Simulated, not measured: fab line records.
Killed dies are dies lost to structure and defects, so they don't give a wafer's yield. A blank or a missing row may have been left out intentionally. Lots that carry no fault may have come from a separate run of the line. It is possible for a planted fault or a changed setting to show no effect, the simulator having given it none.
Split-lot trial | flow n5-finfet | on a route of 1938 steps: 7 lots, 21 wafers read

== THE SPLIT ==
At N5_HKMG_FIN_ETCH_58 (etches SOC in N2/H2, target depth 215.8 nm, time 741 s), the setting source-w was moved away from the recipe's 875 W on 6 of the 21 wafers read, by -7.7% to +14.5%. All remaining wafers had this setting at the recipe value.

The reading comes from the split's own step.

== THE READING ==
rf-vpp-V, in V, at N5_HKMG_FIN_ETCH_58 (etches SOC in N2/H2, target depth 215.8 nm, time 741 s). On this fab line, fault-free wafers typically give 99.1 V with a standard deviation of 1 V.

wafer  | tool, chamber at the split | source-w as run, W | against the recipe | rf-vpp-V, V | against lot-mates on the recipe
L076.1 | rie-diel-06, 0             | 875                | recipe             | 99.7        | -
L076.4 | rie-diel-06, 3             | 807.3              | -7.7%              | 101.9       | +2.9
L076.5 | rie-diel-06, 1             | 875                | recipe             | 98.3        | -
L080.1 | rie-diel-04, 1             | 936.1              | +7.0%              | 97.6        | -1.6
L080.2 | rie-diel-04, 3             | 936.1              | +7.0%              | 97.7        | -1.5
L080.4 | rie-diel-04, 0             | 875                | recipe             | 99.2        | -
L081.3 | rie-diel-06, 1             | 875                | recipe             | 97.4        | -
L081.4 | rie-diel-06, 0             | 875                | recipe             | 98.9        | -
L081.5 | rie-diel-06, 3             | 875                | recipe             | 97.9        | -
L090.4 | rie-diel-06, 0             | 875                | recipe             | 99.3        | -
L090.5 | rie-diel-06, 1             | 875                | recipe             | 97.5        | -
L090.6 | rie-diel-06, 3             | 875                | recipe             | 97.9        | -
L091.2 | rie-diel-05, 1             | 875                | recipe             | 97.8        | -
L091.3 | rie-diel-05, 2             | 875                | recipe             | 99.5        | -
L091.6 | rie-diel-05, 3             | 932                | +6.5%              | 96.2        | -2.5
L092.2 | rie-diel-04, 3             | 875                | recipe             | 98.9        | -
L092.4 | rie-diel-04, 2             | 875                | recipe             | 99.5        | -
L092.5 | rie-diel-04, 1             | 875                | recipe             | 98.8        | -
L097.2 | rie-diel-06, 0             | 1002               | +14.5%             | 92.8        | -7.2
L097.3 | rie-diel-06, 2             | 875                | recipe             | 100.0       | -
L097.4 | rie-diel-06, 3             | 1002               | +14.5%             | 93.0        | -7.0

FIT RESULTS
A straight line over all 21 wafers: rf-vpp-V changes by -0.369 V for each +1% of source-w; r = -0.91; the points scatter about the line by 0.89 V.
The same after taking each lot's own level away (the mean of its wafers on the recipe; 21 wafers): -0.432 V for each +1%; r = -0.95; scatter 0.78 V.
On that fit, the largest move of source-w shifts the reading by 6.3 V.
The span of the lots' own levels, 98.07 to 100.00 V, comes to 1.9 times the standard deviation stated above.
Thus the slope moves with the lot-to-lot level: the two fits are different.
Check: with one of the wafers moved furthest among these (+14.5%) left out of the fit, the line predicts -5.71 V for it against its lot-mates. It came out at -7.2 V against them.
Tool readings at the split's step, against how far the setting was moved: rf-vpp-V r = -0.91.

== OTHER SPLITS ON THESE WAFERS ==
Other splits were also applied to these wafers ahead of the reading. Each is held against what the fit with the lots' levels taken away leaves over:
other split on the same wafers | wafers away from the commonest value | r with rf-vpp-V (lot level and that fit taken away)
N5_SDB_EXPOSE_08 dose-mj       | 6                                    | -0.27
N5_HKMG_FIN_EXPOSE_46 dose-mj  | 6                                    | -0.08

== THE WHOLE CHAIN: every reading that the file lists as answering this split, in the file's order ==
step                | what it does                                           | reading                                                                         | change (the file's fit)              | r (the file's)
N5_HKMG_FIN_ETCH_58 | etches SOC in N2/H2, target depth 215.8 nm, time 741 s | rf-vpp-V                                                                        | -0.424 V for each +1% of the setting | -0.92
N5_HKMG_FIN_ETCH_58 | etches SOC in N2/H2, target depth 215.8 nm, time 741 s | etch.depth-nm (the simulator's own value, which no gauge read)                  | +1.68 nm for each +1% of the setting | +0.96
N5_HKMG_FIN_ETCH_58 | etches SOC in N2/H2, target depth 215.8 nm, time 741 s | HKMG_FIN.feature-depth-nm (the simulator's own value, which no gauge read)      | +1.68 nm for each +1% of the setting | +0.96
N5_HKMG_FIN_ETCH_58 | etches SOC in N2/H2, target depth 215.8 nm, time 741 s | SOC_of_HKMG_FIN_COAT_41.thk-nm (the simulator's own value, which no gauge read) | -1.68 nm for each +1% of the setting | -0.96

== THE FILE'S OWN FIT ==
rf-vpp-V changes by -0.424 V for each +1% of source-w, r = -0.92.
